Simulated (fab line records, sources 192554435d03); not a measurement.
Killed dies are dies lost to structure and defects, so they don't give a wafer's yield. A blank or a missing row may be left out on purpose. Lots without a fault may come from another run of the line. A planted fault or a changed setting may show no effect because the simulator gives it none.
Which tool did it? | flow n5_finfet | 9 lots, 27 wafers sampled, at 4 steps of a route of 1938

WHAT THE GAUGES READ, wafer by wafer
N5_BEOL_M11_OVL_MEAS_12.
lot  | measured     | on         | M11_OVL (nm)
L076 | day 11 13:02 | overlay-02 | 0.4 0.4 0.5
L081 | day 11 23:41 | overlay-02 | 0.5 0.3 0.4
L079 | day 12 05:37 | overlay-02 | 2.3 1.5 1.0
L082 | day 12 11:32 | overlay-01 | 1.0 1.4 0.9
L085 | day 13 07:30 | overlay-02 | 1.3 1.8 1.0
L088 | day 13 22:24 | overlay-01 | 1.5 1.2 1.5
L087 | day 14 19:20 | overlay-02 | 0.4 -0.8 -1.0
L090 | day 15 01:07 | overlay-01 | 1.6 1.7 2.3
L095 | day 16 13:02 | overlay-01 | -0.6 -1.0 -1.0

WHICH TOOL RAN EACH LOT (tool, then ch and the chambers of the sampled wafers, then the start)
lot  | N5_BEOL_M10_HM_DEP_02        | N5_BEOL_M10_STRIP_67               | N5_BEOL_M10_ETCH_65
L076 | pvd_sputter-03, day 11 01:46 | rie_diel-03 ch 0,1,3, day 11 02:36 | rie_diel-03 ch 0,1,3, day 11 05:23
L081 | pvd_sputter-01, day 11 16:07 | rie_diel-03 ch 0,2,3, day 11 16:59 | rie_diel-03 ch 0,2,3, day 11 18:22
L079 | pvd_sputter-02, day 11 22:59 | rie_diel-03 ch 0,1,3, day 11 23:48 | rie_diel-06 ch 0,1, day 12 00:50
L082 | pvd_sputter-01, day 12 03:59 | rie_diel-01 ch 1,2, day 12 04:49   | rie_diel-01 ch 0,1,2, day 12 06:53
L085 | pvd_sputter-02, day 12 23:07 | rie_diel-03 ch 0,2,3, day 12 23:48 | rie_diel-06 ch 1,2,3, day 13 00:38
L088 | pvd_sputter-01, day 13 15:24 | rie_diel-06 ch 0,1,3, day 13 16:13 | rie_diel-01 ch 1,3, day 13 17:11
L087 | pvd_sputter-02, day 14 07:25 | rie_diel-03 ch 1,2, day 14 08:21   | rie_diel-03 ch 0,1,2, day 14 13:12
L090 | pvd_sputter-01, day 14 18:30 | rie_diel-06 ch 0,3, day 14 19:21   | rie_diel-03 ch 0,2,3, day 14 20:18
L095 | pvd_sputter-03, day 16 04:05 | rie_diel-01 ch 1,3, day 16 04:54   | rie_diel-01 ch 0,1,2, day 16 05:57
- N5_BEOL_M10_HM_DEP_02: deposits TiN, target thk 20 nm.
- N5_BEOL_M10_STRIP_67: strips in CF4.
- N5_BEOL_M10_ETCH_65: etches SiARC in CF4, target depth 39 nm, time 65 s.

THE ANSWER, worked out from the rows above alone
Rule: what is usual is taken from the lots themselves. Put in order of their means at a reading, lots are off if they are a third of the lots or fewer, leave a main group of 4 or more, and stand apart from it by a gap of 3 or more times the standard deviation of the main group's means; of several such gaps the widest counts. A main group whose means are all the same, to the digits that the tables above print for the reading, isn't used. A lot without any number at a reading at which 4 lots or more have one is off too. The other lots that the step has rows for count as sound.
No lot is off at any reading shown: from this, nothing can be told.

WHAT THE SIMULATOR HAD PUT IN
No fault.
